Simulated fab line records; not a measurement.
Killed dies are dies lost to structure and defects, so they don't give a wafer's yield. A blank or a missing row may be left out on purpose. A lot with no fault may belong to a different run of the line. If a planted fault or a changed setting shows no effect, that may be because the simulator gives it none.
fab line records    flow nandHarc
[record] lots = 7  wafers = 19  lastDay = 33
route steps=1302 shown P_GATE@157 END@1302
lots that met no fault: taken from a fault-free run of the same line
startH: hours from the record's opening day to when the first of the lot's shown wafers began    waitH: hours since the lot's step before    " unchanged from the row above    L1.1+2: a row that stands for several wafers    - value missing, or start not given    * or withheld: withheld    < > ~ a bound
route shown NAME@n: names a module that has steps shown in the file, with the first one's number in the route    usual: average and standard deviation across the fault-free wafers    same: alike in all rows    chamber/n: place in a boat    sites: per-site readings    _std_site: how widely they spread, as a standard deviation    _edge_site: inner sites' mean taken away from outer sites' mean    radiusMm: for every site, how far away it sits from the centre of the wafer    mask NAME#n: copy n    behind: the most recent tool/chamber to have shaped the wafer    hold: why the lot was held/for how many hours/how that ended    device: the n, p or np transistor that did not switch    end of line: the tests these same wafers got at the end of their route    a step given without rows: its recipe and nothing more    killed: dies lost to structure and defects at the first sort, not the wafer's yield    map: per-die view of a wafer (x killed, . not killed, _ where there is no die)
set.NAME: the setting the step ran with; set.NAME@STEP: the setting that earlier step ran with    model.NAME: the simulator's own value behind a step, which no gauge read
lots seen at some steps along the route; tables by step, rows by wafer
services: when a tool's chamber went out of use (startH, in hours from the record's first day, below 0 if earlier), for how many hours, and the reason
[[steps]]
[step NHARC_P_GATE_STRIP_101]
[recipe] timeS = 20  o2FlowSccm = 500  arFlowSccm = 0  biasW = 0  chemistry = O2
[usual] drypumpMotorCurrentA = 5.8/0.37  o2FlowSccm = 499.8/1.6  oesProductAu = 0.998/0.0084  rfVppV = 57.9/0.81  showerheadPlenumPTorr = 3.55/0.11  throttleValvePct = 17.038/0.0085
lot.wafer  tool        chamber  startH  waitH  drypumpMotorCurrentA  o2FlowSccm  oesProductAu  rfHoursCounterH  rfVppV  showerheadPlenumPTorr  throttleValvePct
L283.3     rieDiel-01  1        114.13  0.1    6.3                   500.9       0.984         4.0              57.0    3.42                   17.044
L283.5     "           3        "       "      5.9                   499.1       0.996         -                56.3    3.48                   17.029
L283.6     "           0        "       "      6.1                   496.7       1.001         -                56.5    3.57                   17.016
L284.3     rieDiel-01  0        126.32  0.1    6.1                   501.8       1.006         4.9              57.8    3.57                   17.026
L284.1     "           2        "       "      5.6                   501.2       1.005         4.9              58.0    3.50                   17.047
L284.6     "           0        "       "      6.1                   500.3       1.008         -                58.8    3.57                   17.050
L291.1     rieDiel-01  1        200.57  0.1    6.3                   500.7       0.996         8.4              58.1    3.41                   17.043
L291.5     "           1        "       "      6.3                   500.1       0.989         -                59.4    3.41                   17.035
L292.3     rieDiel-04  1        214.13  0.1    5.7                   498.3       0.997         2.3              55.8    3.54                   17.050
L292.5     "           2        "       "      5.0                   501.1       1.011         -                57.2    3.69                   17.039
L292.6     "           3        "       "      6.1                   499.8       0.999         -                58.1    3.78                   17.037
L293.2     rieDiel-10  1        214.63  0.1    5.8                   499.0       0.989         8.4              57.6    3.33                   17.031
L293.5     "           3        "       "      5.7                   500.9       1.006         -                58.8    3.61                   17.034
L302.4     rieDiel-10  3        310.55  0.1    5.6                   499.4       1.010         2.4              57.6    3.61                   17.040
L302.1     "           0        "       "      6.2                   501.8       1.007         3.2              58.0    3.49                   17.050
L302.3     "           1        "       "      5.8                   499.5       1.011         2.7              57.5    3.33                   17.031
L304.3     rieDiel-04  1        331.56  0.1    5.7                   499.8       0.998         8.6              58.4    3.53                   17.040
L304.2     "           2        "       "      5.0                   500.3       1.010         8.2              56.7    3.69                   17.030
L304.1     "           0        "       "      5.4                   497.7       1.002         8.5              57.4    3.69                   17.034
[step NHARC_P_GATE_PRECLEAN_97]
[recipe] timeS = 600  tempC = 120  chemistry = SPM
[step NHARC_P_GATE_SRD_98]
[step NHARC_P_GATE_PRECLEAN_99]
[recipe] timeS = *  tempC = 50  bathAgeMin = 0  chemistry = SC1
[step NHARC_P_GATE_SRD_100]
[step NHARC_P_GATE_DEHYDRATE_38]
[recipe] tempC = 150  timeS = 120
[step NHARC_P_GATE_HMDS_39]
[recipe] timeS = 30
[step NHARC_P_GATE_COAT_40]
[recipe] spinRpm = 3000
[step NHARC_P_GATE_SOFTBAKE_41]
[recipe] tempC = 122  timeS = 95
[step NHARC_P_GATE_EBR_42]
[step NHARC_P_GATE_EXPOSE_43]
[recipe] na = 0.6  targetCdNm = 720  doseMj = 14.81  maskId = P_NSD
[step NHARC_P_GATE_PEB_44]
[recipe] pebTempC = 118  pebTimeS = 85
[step NHARC_P_GATE_DEVELOP_45]
[recipe] timeS = 70
lot.wafer   tool           chamber  startH  waitH
L283.3+5+6  lithoTrack-03  0        114     -
L284.1+3+6  lithoTrack-07  0        127     -
L291.1+5    lithoTrack-07  0        201     -
L292.3+5+6  lithoTrack-07  0        214     -
L293.2+5    lithoTrack-07  0        215     -
L302.1+3+4  lithoTrack-02  0        311     -
L304.1+2+3  lithoTrack-02  0        332     -
[step NHARC_P_GATE_HARDBAKE_47]
[recipe] tempC = 125  timeS = 80
[step NHARC_P_GATE_DESCUM_48]
[recipe] timeS = 3  o2FlowSccm = 200  arFlowSccm = 0  biasPowerW = 0  chemistry = O2
[usual] drypumpMotorCurrentA = 5.8/0.37  o2FlowSccm = 200.0/0.59  oesProductAu = 1.001/0.0096  rfVppV = 57.9/0.93  showerheadPlenumPTorr = 1.92/0.064  throttleValvePct = 11.312/0.0092
lot.wafer  tool        chamber  startH  waitH  drypumpMotorCurrentA  o2FlowSccm  oesProductAu  rfHoursCounterH  rfVppV  showerheadPlenumPTorr  throttleValvePct  model.P_GATE.cdNm
L283.3     rieDiel-01  0        115.21  -      6.0                   200.8       1.005         4                56.8    1.94                   11.315            719.4
L283.6     "           1        "       "      6.3                   200.5       0.997         -                57.6    1.85                   11.305            719.9
L283.5     "           3        "       "      5.9                   199.8       1.004         -                57.7    1.89                   11.301            718.9
L284.1     rieDiel-04  1        127.41  -      5.7                   200.0       1.013         6                56.9    1.92                   11.313            720.1
L284.3     "           3        "       "      6.1                   199.4       1.008         6                58.5    2.06                   11.304            720.2
L284.6     "           1        "       "      5.7                   200.5       1.014         -                57.9    1.92                   11.301            719
L291.1     rieDiel-01  2        201.68  -      5.6                   200.0       0.994         9                57.7    1.89                   11.307            719.9
L291.5     "           1        "       "      6.3                   199.1       0.999         -                59.6    1.85                   11.325            114.6
L292.3     rieDiel-01  0        215.22  -      6.0                   200.0       0.996         0                57.1    1.94                   11.300            719.5
L292.6     "           3        "       "      5.9                   199.7       1.003         -                57.8    1.88                   11.327            119
L292.5     "           1        "       "      6.3                   199.5       0.994         -                56.6    1.85                   11.319            118.9
L293.2     rieDiel-10  0        215.72  -      6.2                   199.9       0.980         8                56.7    1.89                   11.332            721.1
L293.5     "           2        "       "      5.3                   200.2       0.993         -                58.1    1.92                   11.314            117.9
L302.3     rieDiel-10  3        311.51  -      5.6                   199.9       1.006         2                56.1    1.96                   11.309            722
L302.4     "           1        "       "      5.8                   199.4       1.002         3                58.3    1.80                   11.323            722.6
L302.1     "           2        "       "      5.3                   200.8       0.996         2                56.8    1.92                   11.314            723.3
L304.3     rieDiel-04  0        332.53  -      5.4                   200.5       0.999         9                59.2    2.01                   11.315            719
L304.1     "           1        "       "      5.7                   200.1       0.999         9                59.1    1.92                   11.321            719.6
L304.2     "           3        "       "      6.1                   199.9       0.992         8                58.9    2.06                   11.308            719
[step NHARC_P_GATE_IMPLANT_49]
[recipe] energyKev = 30  doseCm2 = 3e+15  tiltDeg = 7
[step NHARC_P_GATE_STRIP_111]
[recipe] powerW = 1500  tempC = 110  timeS = 250  chemistry = N2/H2
[usual] drypumpMotorCurrentA = 5.72/0.26  heaterPowerW = 87.5/2.8
lot.wafer  tool            chamber  startH  waitH  drypumpMotorCurrentA  heaterPowerW  rfHoursCounterH
L283.3     plasmaAsher-01  1        115.75  0.3    5.98                  88.7          -
L283.5     "               0        "       "      5.52                  89.4          -
L283.6     "               1        "       "      5.98                  86.7          -
L284.1     plasmaAsher-02  1        127.82  0.2    6.00                  81.9          9
L284.3     "               1        "       "      5.98                  80.5          -
L284.6     "               0        "       "      5.43                  85.9          -
L291.1     plasmaAsher-01  0        202.08  0.2    5.52                  87.9          5
L291.5     "               0        "       "      5.50                  90.0          -
L292.3     plasmaAsher-01  0        215.75  0.3    5.51                  87.7          -
L292.5     "               1        "       "      5.96                  89.0          -
L292.6     "               0        "       "      5.52                  87.2          -
L293.2     plasmaAsher-01  0        216.07  0.2    5.51                  88.0          8
L293.5     "               0        "       "      5.52                  87.9          -
L302.1     plasmaAsher-02  1        311.88  0.2    5.97                  85.0          11
L302.3     "               1        "       "      5.96                  84.2          -
L302.4     "               0        "       "      5.40                  88.1          -
L304.2     plasmaAsher-01  0        332.90  0.2    5.52                  90.9          32
L304.1     "               1        "       "      5.99                  88.1          32
L304.3     "               0        "       "      5.54                  91.4          -
[step NHARC_P_GATE_STRIP_75]
[recipe] powerW = 1500  tempC = 250  chemistry = O2
[usual] drypumpMotorCurrentA = 5.72/0.26  heaterPowerW = 328/9.9
lot.wafer  tool            chamber  startH  waitH  drypumpMotorCurrentA  heaterPowerW  rfHoursCounterH
L283.3     plasmaAsher-01  1        115.94  0.1    5.98                  326           -
L283.5     "               0        "       "      5.50                  339           -
L283.6     "               1        "       "      5.98                  331           -
L284.1     plasmaAsher-02  1        128.08  0.2    5.98                  308           9
L284.3     "               1        "       "      5.98                  307           -
L284.6     "               0        "       "      5.41                  328           -
L291.1     plasmaAsher-01  0        202.34  0.2    5.52                  338           6
L291.5     "               0        "       "      5.50                  332           -
L292.3     plasmaAsher-01  0        215.93  0.1    5.53                  326           -
L292.5     "               1        "       "      5.98                  332           -
L292.6     "               0        "       "      5.52                  332           -
L293.2     plasmaAsher-01  0        216.37  0.2    5.52                  332           8
L293.5     "               0        "       "      5.51                  337           -
L302.1     plasmaAsher-02  1        312.18  0.3    5.98                  311           11
L302.3     "               1        "       "      5.99                  315           -
L302.4     "               0        "       "      5.39                  340           -
L304.2     plasmaAsher-01  0        333.20  0.3    5.51                  329           32
L304.1     "               1        "       "      5.99                  328           32
L304.3     "               0        "       "      5.50                  334           -
[step NHARC_P_GATE_STRIP_50]
[recipe] timeS = 900  tempC = 130  chemistry = SPM
[step NHARC_P_GATE_DEHYDRATE_51]
[recipe] tempC = 150  timeS = 120
[step NHARC_P_GATE_HMDS_52]
[recipe] timeS = 30
[step NHARC_P_GATE_COAT_53]
[recipe] spinRpm = 3000
[step NHARC_P_GATE_SOFTBAKE_54]
[recipe] tempC = 122  timeS = 95
[step NHARC_P_GATE_EBR_55]
[step NHARC_P_GATE_EXPOSE_56]
[recipe] na = 0.6  targetCdNm = 720  doseMj = 14.81  maskId = P_PSD
[step NHARC_P_GATE_PEB_57]
[recipe] pebTempC = 118  pebTimeS = 85
[step NHARC_P_GATE_DEVELOP_58]
[recipe] timeS = 70
[step NHARC_P_GATE_HARDBAKE_60]
[recipe] tempC = 125  timeS = 80
[step NHARC_P_GATE_DESCUM_61]
[recipe] timeS = 3  o2FlowSccm = 200  arFlowSccm = 0  biasPowerW = 0  chemistry = O2
[usual] drypumpMotorCurrentA = 5.7/0.37  o2FlowSccm = 200.0/0.61  oesProductAu = 1.000/0.0087  rfVppV = 57.9/0.86  showerheadPlenumPTorr = 1.93/0.071  throttleValvePct = 11.309/0.0082
lot.wafer  tool        chamber  startH  waitH  drypumpMotorCurrentA  o2FlowSccm  oesProductAu  rfHoursCounterH  rfVppV  showerheadPlenumPTorr  throttleValvePct
L283.3     rieDiel-01  0        116.92  -      6.0                   201.1       0.996         3.9              57.9    1.94                   11.315
L283.5     "           2        "       "      5.5                   199.9       0.994         -                58.3    1.89                   11.306
L283.6     "           3        "       "      5.9                   199.8       1.002         -                57.3    1.89                   11.323
L284.3     rieDiel-01  1        129.04  -      6.2                   199.9       0.998         4.6              57.2    1.85                   11.306
L284.1     "           3        "       "      5.9                   200.7       1.003         5.3              57.9    1.89                   11.325
L284.6     "           1        "       "      6.2                   199.7       0.986         -                56.8    1.85                   11.316
L291.1     rieDiel-01  0        203.45  -      6.0                   199.3       0.989         9.2              58.6    1.94                   11.309
L291.5     "           2        "       "      5.6                   199.8       0.991         -                56.8    1.89                   11.314
L292.3     rieDiel-10  2        216.89  -      5.3                   199.4       1.002         10.4             58.0    1.92                   11.319
L292.6     "           0        "       "      6.2                   199.9       0.991         -                57.6    1.89                   11.310
L292.5     "           1        "       "      5.8                   199.8       1.001         -                58.1    1.80                   11.313
L293.2     rieDiel-01  1        217.37  -      6.2                   199.3       0.989         0.1              58.1    1.85                   11.310
L293.5     "           0        "       "      6.0                   200.1       0.998         -                57.3    1.94                   11.302
L302.1     rieDiel-04  0        313.28  -      5.4                   198.9       1.007         7.8              58.0    2.01                   11.320
L302.3     "           1        "       "      5.7                   200.1       0.999         8.0              57.5    1.92                   11.304
L302.4     "           2        "       "      5.0                   199.7       1.011         7.2              56.2    2.01                   11.308
L304.3     rieDiel-10  0        334.17  -      6.2                   200.4       1.008         4.4              59.4    1.89                   11.308
L304.1     "           1        "       "      5.8                   201.0       0.996         4.2              57.0    1.80                   11.316
L304.2     "           2        "       "      5.3                   200.1       0.990         3.9              57.4    1.92                   11.310
[step NHARC_P_GATE_IMPLANT_62]
[recipe] energyKev = 20  doseCm2 = 3e+15  tiltDeg = 7
[step NHARC_P_GATE_STRIP_112]
[recipe] powerW = 1500  tempC = 110  timeS = 200  chemistry = N2/H2
[usual] drypumpMotorCurrentA = 5.72/0.26  heaterPowerW = 87.5/2.8
lot.wafer  tool            chamber  startH  waitH  drypumpMotorCurrentA  heaterPowerW  rfHoursCounterH
L283.3     plasmaAsher-02  1        117.35  0.2    5.99                  85.5          -
L283.6     "               1        "       "      5.97                  82.4          -
L283.5     "               0        "       "      5.41                  88.1          -
L284.1     plasmaAsher-01  0        129.39  0.2    5.52                  86.8          28
L284.3     "               0        "       "      5.51                  89.5          -
L284.6     "               0        "       "      5.53                  89.9          -
L291.1     plasmaAsher-01  1        203.82  0.2    5.99                  88.7          6
L291.5     "               1        "       "      5.99                  90.0          -
L292.3     plasmaAsher-02  1        217.32  0.2    5.97                  83.2          -
L292.6     "               1        "       "      5.96                  82.5          -
L292.5     "               0        "       "      5.41                  89.2          -
L293.2     plasmaAsher-02  1        217.78  0.2    5.99                  81.1          28
L293.5     "               1        "       "      5.97                  81.3          -
L302.1     plasmaAsher-02  0        313.63  0.2    5.42                  89.0          11
L302.3     "               0        "       "      5.40                  88.2          -
L302.4     "               1        "       "      5.99                  86.8          -
L304.1     plasmaAsher-01  1        334.52  0.2    5.99                  88.0          32
L304.2     "               0        "       "      5.47                  89.5          32
L304.3     "               0        "       "      5.49                  87.0          -
[step NHARC_P_GATE_STRIP_76]
[recipe] powerW = 1500  tempC = 250  chemistry = O2
[step NHARC_P_GATE_STRIP_63]
[recipe] timeS = 900  tempC = 130  chemistry = SPM
[step NHARC_P_GATE_DEHYDRATE_83]
[recipe] tempC = 150  timeS = 120
[step NHARC_P_GATE_HMDS_84]
[recipe] timeS = 30
[step NHARC_P_GATE_COAT_85]
[recipe] spinRpm = 3000
[step NHARC_P_GATE_SOFTBAKE_86]
[recipe] tempC = 122  timeS = 95
[step NHARC_P_GATE_EBR_87]
[step NHARC_P_GATE_EXPOSE_88]
[recipe] na = 0.6  targetCdNm = 2000  doseMj = 11.87  maskId = P_HVN
[step NHARC_P_GATE_PEB_89]
[recipe] pebTempC = 118  pebTimeS = 85
[step NHARC_P_GATE_DESCUM_93]
[recipe] timeS = 3  o2FlowSccm = 200  arFlowSccm = 0  biasPowerW = 0  chemistry = O2
[usual] drypumpMotorCurrentA = 5.7/0.39  o2FlowSccm = 200.0/0.62  oesProductAu = 1.003/0.0088  rfVppV = 57.9/0.88  showerheadPlenumPTorr = 1.95/0.072  throttleValvePct = 11.310/0.0099
lot.wafer  tool        chamber  startH  waitH  drypumpMotorCurrentA  o2FlowSccm  oesProductAu  rfHoursCounterH  rfVppV  showerheadPlenumPTorr  throttleValvePct  model.P_GATE.cdNm
L283.3     rieDiel-04  0        118.64  -      5.3                   200.8       1.003         6.7              57.9    2.01                   11.300            2000
L283.5     "           1        "       "      5.7                   200.3       1.019         -                56.6    1.92                   11.305            1998
L283.6     "           2        "       "      5.0                   200.2       1.002         -                59.2    2.01                   11.315            2002
L284.3     rieDiel-04  2        130.75  -      5.0                   199.6       0.992         5.5              59.5    2.01                   11.314            1998
L284.1     "           0        "       "      5.4                   199.3       1.007         6.9              58.9    2.01                   11.305            1997
L284.6     "           3        "       "      6.1                   199.9       1.009         -                57.7    2.06                   11.318            1998
L291.1     rieDiel-10  3        205.13  -      5.6                   200.3       1.010         5.8              57.3    1.96                   11.313            2000
L291.5     "           3        "       "      5.6                   199.9       1.009         -                59.1    1.96                   11.311            114.6
L292.3     rieDiel-04  3        218.48  -      6.1                   198.9       1.006         1.9              58.3    2.06                   11.305            2000
L292.6     "           0        "       "      5.4                   200.3       1.003         -                57.8    2.01                   11.315            119
L292.5     "           1        "       "      5.7                   201.2       1.002         -                57.3    1.92                   11.307            118.9
L293.2     rieDiel-01  1        219.07  -      6.2                   199.7       0.986         0.2              58.3    1.85                   11.310            1999
L293.5     "           1        "       "      6.2                   199.9       1.003         -                57.1    1.85                   11.305            117.9
L302.3     rieDiel-04  3        314.86  -      6.1                   199.2       1.001         7.0              57.1    2.06                   11.298            722
L302.4     "           0        "       "      5.4                   200.5       1.004         7.8              59.2    2.01                   11.329            2001
L302.1     "           1        "       "      5.7                   199.9       0.992         8.0              58.2    1.92                   11.309            2000
L304.1     rieDiel-10  2        335.86  -      5.3                   199.9       0.984         3.9              58.9    1.92                   11.300            1999
L304.3     "           3        "       "      5.6                   200.4       0.995         3.6              58.5    1.96                   11.310            1999
L304.2     "           1        "       "      5.8                   199.2       0.998         4.2              57.3    1.80                   11.323            1997
[step NHARC_END_SORT_01]
[recipe] tempC = 25
[usual] killedAtArray = 49/18  killedAtOther = 0.7/1.1  killedAtPeriphery = 4.0/2.6  killedDies = 54/19  killedOpen = 3.4/1.7  killedShort = 2.5/1.7
[same] grossDies = 677
lot.wafer  tool       chamber  startH  waitH  killedAtArray  killedAtOther  killedAtPeriphery  killedDies  killedOpen  killedShort
L291.5     prober-01  0        648.61  3.7    35             1              641                677         3           5
L293.5     prober-01  0        661.86  3.7    73             0              604                677         2           1
L292.5     prober-02  0        661.81  3.6    29             1              647                677         6           4
L292.6     prober-02  0        662.59  3.9    24             2              651                677         2           2
L304.1     prober-02  0        782.68  2.5    60             0              5                  65          3           1
// killed by level:class
L291.5 P_GATE:areaDevelop=637 A_CHANNEL_HOLE_D2:chamberFilmFlake=12 A_CONTACT:chamberFilmFlake=7 A_STAIRCASE:chamberFilmFlake=3 P_BONDPAD:chamberFilmFlake=2 A_CHANNEL_HOLE_D1:chamberFilmFlake=2 A_WL_FILL:chamberFilmFlake=2 P_CONTACT:geometricParticle:open=1
L292.5 P_GATE:areaDevelop=641 A_CHANNEL_HOLE_D1:chamberFilmFlake=9 A_CONTACT:chamberFilmFlake=4 A_CHANNEL_HOLE_D2:unspecified=3 P_GATE:chamberFilmFlake=2 P_GATE:geometricParticle:open=1 P_CONTACT:geometricParticle:open=1 P_BONDPAD:geometricParticle:short=1
L293.5 P_GATE:areaDevelop=602 A_CHANNEL_HOLE_D1:chamberFilmFlake=28 A_SLIT:chamberFilmFlake=20 A_CHANNEL_HOLE_D2:chamberFilmFlake=11 A_STAIRCASE:chamberFilmFlake=4 A_ZERO_WELL:chamberFilmFlake=3 A_M0:chamberFilmFlake=2 P_GATE:geometricParticle:open=1
L292.6 P_GATE:areaDevelop=646 A_CHANNEL_HOLE_D1:chamberFilmFlake=11 A_ZERO_WELL:chamberFilmFlake=4 A_SLIT:chamberFilmFlake=3 P_BONDPAD:chamberFilmFlake=2 A_CONTACT:chamberFilmFlake=2 THIN_TSV:chamberFilmFlake=2 P_CONTACT:geometricParticle:open=1
L304.1 A_SLIT:chamberFilmFlake=26 A_CHANNEL_HOLE_D2:chamberFilmFlake=19 A_CONTACT:chamberFilmFlake=8 A_SGD_CUT:chamberFilmFlake=5 P_STI:geometricParticle:open=1 P_GATE:geometricParticle:open=1 P_M0:geometricParticle:open=1 A_ONON_D1:geometricParticle:short=1
// map L291.5 (x killed, . not)
____________x____________
_________xxxxxxx_________
_______xxxxxxxxxxx_______
______xxxxxxxxxxxxx______
_____xxxxxxxxxxxxxxx_____
____xxxxxxxxxxxxxxxxx____
____xxxxxxxxxxxxxxxxx____
___xxxxxxxxxxxxxxxxxxx___
___xxxxxxxxxxxxxxxxxxx___
__xxxxxxxxxxxxxxxxxxxxx__
__xxxxxxxxxxxxxxxxxxxxx__
_xxxxxxxxxxxxxxxxxxxxxxx_
_xxxxxxxxxxxxxxxxxxxxxxx_
_xxxxxxxxxxxxxxxxxxxxxxx_
_xxxxxxxxxxxxxxxxxxxxxxx_
_xxxxxxxxxxxxxxxxxxxxxxx_
xxxxxxxxxxxxxxxxxxxxxxxxx
xxxxxxxxxxxxxxxxxxxxxxxxx
xxxxxxxxxxxxxxxxxxxxxxxxx
xxxxxxxxxxxxxxxxxxxxxxxxx
xxxxxxxxxxxxxxxxxxxxxxxxx
_xxxxxxxxxxxxxxxxxxxxxxx_
_xxxxxxxxxxxxxxxxxxxxxxx_
_xxxxxxxxxxxxxxxxxxxxxxx_
_xxxxxxxxxxxxxxxxxxxxxxx_
_xxxxxxxxxxxxxxxxxxxxxxx_
__xxxxxxxxxxxxxxxxxxxxx__
__xxxxxxxxxxxxxxxxxxxxx__
___xxxxxxxxxxxxxxxxxxx___
___xxxxxxxxxxxxxxxxxxx___
____xxxxxxxxxxxxxxxxx____
____xxxxxxxxxxxxxxxxx____
_____xxxxxxxxxxxxxxx_____
______xxxxxxxxxxxxx______
_______xxxxxxxxxxx_______
_________xxxxxxx_________
____________x____________
// map L292.5 (x killed, . not)
____________x____________
_________xxxxxxx_________
_______xxxxxxxxxxx_______
______xxxxxxxxxxxxx______
_____xxxxxxxxxxxxxxx_____
____xxxxxxxxxxxxxxxxx____
____xxxxxxxxxxxxxxxxx____
___xxxxxxxxxxxxxxxxxxx___
___xxxxxxxxxxxxxxxxxxx___
__xxxxxxxxxxxxxxxxxxxxx__
__xxxxxxxxxxxxxxxxxxxxx__
_xxxxxxxxxxxxxxxxxxxxxxx_
_xxxxxxxxxxxxxxxxxxxxxxx_
_xxxxxxxxxxxxxxxxxxxxxxx_
_xxxxxxxxxxxxxxxxxxxxxxx_
_xxxxxxxxxxxxxxxxxxxxxxx_
xxxxxxxxxxxxxxxxxxxxxxxxx
xxxxxxxxxxxxxxxxxxxxxxxxx
xxxxxxxxxxxxxxxxxxxxxxxxx
xxxxxxxxxxxxxxxxxxxxxxxxx
xxxxxxxxxxxxxxxxxxxxxxxxx
_xxxxxxxxxxxxxxxxxxxxxxx_
_xxxxxxxxxxxxxxxxxxxxxxx_
_xxxxxxxxxxxxxxxxxxxxxxx_
_xxxxxxxxxxxxxxxxxxxxxxx_
_xxxxxxxxxxxxxxxxxxxxxxx_
__xxxxxxxxxxxxxxxxxxxxx__
__xxxxxxxxxxxxxxxxxxxxx__
___xxxxxxxxxxxxxxxxxxx___
___xxxxxxxxxxxxxxxxxxx___
____xxxxxxxxxxxxxxxxx____
____xxxxxxxxxxxxxxxxx____
_____xxxxxxxxxxxxxxx_____
______xxxxxxxxxxxxx______
_______xxxxxxxxxxx_______
_________xxxxxxx_________
____________x____________
[[services]]
tool            chamber  startH  hours  kind
lithoTrack-03   -        100.00  7.0    pm
rieDiel-01      2        107.22  8.6    repair
rieDiel-01      0        109.30  -      clean
rieDiel-01      1        109.30  -      clean
rieDiel-01      3        109.30  -      clean
plasmaAsher-01  -        144.21  4.3    repair
rieDiel-10      0        151.10  4.5    repair
rieDiel-10      3        153.82  14.9   repair
plasmaAsher-01  -        165.05  9.0    pm
plasmaAsher-01  0        165.05  9.0    ventCycle
plasmaAsher-01  1        165.05  9.0    ventCycle
rieDiel-10      1        168.31  2.1    repair
plasmaAsher-01  0        174.05  -      clean
plasmaAsher-01  1        174.05  -      clean
rieDiel-04      -        177.95  9.0    pm
lithoTrack-02   -        227.00  7.0    pm
rieDiel-10      -        242.50  9.0    pm
plasmaAsher-02  -        249.00  9.0    pm
lithoTrack-07   -        251.00  7.0    pm
rieDiel-10      3        269.82  7.9    repair
lithoTrack-03   -        275.00  7.0    pm
rieDiel-01      0        283.85  4.8    repair
rieDiel-10      2        296.37  4.9    repair
rieDiel-10      3        321.38  2.0    repair
[[key]]
[firstSign] step = NHARC_END_SORT_01  reading = killedAtPeriphery  direction = up  sigmas = 99+  usual = 4.0  struck = 635.8
[effect] step = NHARC_END_SORT_01  reading = killedDies  direction = up  sigmas = 33  usual = 54  struck = 677
[modelEffect] step = NHARC_P_GATE_DESCUM_48  value = P_GATE.cdNm  without = 720.5  struck = 117.6
[modelEffect] step = NHARC_P_GATE_DESCUM_93  value = P_GATE.cdNm  without = 1998  struck = 117.6
[moreKillsBornAt] NHARC_P_GATE_DEVELOP_45@lithoTrack-07 = 2526
metAt NHARC_P_GATE_DEVELOP_45
struckWafers L291.5,L292.5,L292.6,L293.5
laterRowsLeftOut L291.5,L292.5,L292.6,L293.5
testerLeftOut L291,L292,L293
onsetBetween 127 201
[fault] kind = processParameterDrift  tool = lithoTrack-07  chamber = -  onsetH = 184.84  steps = NHARC_P_GATE_DEVELOP_45  channel = timeS  offset = *  shape = step  endH = 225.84  scope = struckWafersOnly  actsIn = *  stated = *
// testerLeftOut: of these lots the tester's yield and bins aren't shown, on N5 and GAA mostly nor the transistor test; their killed dies are dies lost to structure and defects alone, not to doping, threshold or leakage, so they don't give the yield
// laterRowsLeftOut: the simulator's readings of these wafers behind a module that went badly wrong aren't trusted and aren't shown, but for the sort
